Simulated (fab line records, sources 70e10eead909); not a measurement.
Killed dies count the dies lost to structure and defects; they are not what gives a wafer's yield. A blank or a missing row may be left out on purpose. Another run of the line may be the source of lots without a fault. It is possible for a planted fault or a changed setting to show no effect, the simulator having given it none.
Chamber matching    flow nand-harc    NHARC_P_GATE_DEP_103 on pecvd-01 has 3 sister chambers
The step deposits SiON, target thk 30 nm. 3 wafers are shown with their chamber, then 8 later ones without.

WAFERS PAIRED WITH THEIR CHAMBERS
wafer   chamber  heater-power-w (W)
L632.4  1        723
L636.4  2        915
L635.3  0        617

WAFERS WITH NO CHAMBER GIVEN
wafer   heater-power-w (W)
L635.4  630
L635.5  880
L637.1  566
L637.2  756
L637.3  777
L639.3  866
L639.4  624
L639.6  861

THE CHAMBER EACH PASSED THROUGH
wafer    from the rows above       in truth
L635.4   can't be placed: 0 or 1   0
L635.5   2                         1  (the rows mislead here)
L637.1   0                         0
L637.2   1                         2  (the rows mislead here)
L637.3   1                         1
L639.3   2                         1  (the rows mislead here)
L639.4   0                         0
L639.6   2                         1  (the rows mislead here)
Correctly placed: 3 of 8. These rows do not allow placing 1 (true chamber among the candidates in 1). Wrongly placed: 4.
How it was worked out, from the rows above alone: a wafer's distance from a chamber is the root of the sum, over the readings, of the square of ((its reading less the chamber's mean) divided by the reading's scatter). The wafer belongs to the nearest chamber; if the next one is less than 2 further off, it can't be placed. A chamber's mean is the mean of its shown wafers. The scatter (one wafer shown for each chamber): square how far every hidden wafer sits from the nearest shown wafer, average those squares and take the square root.
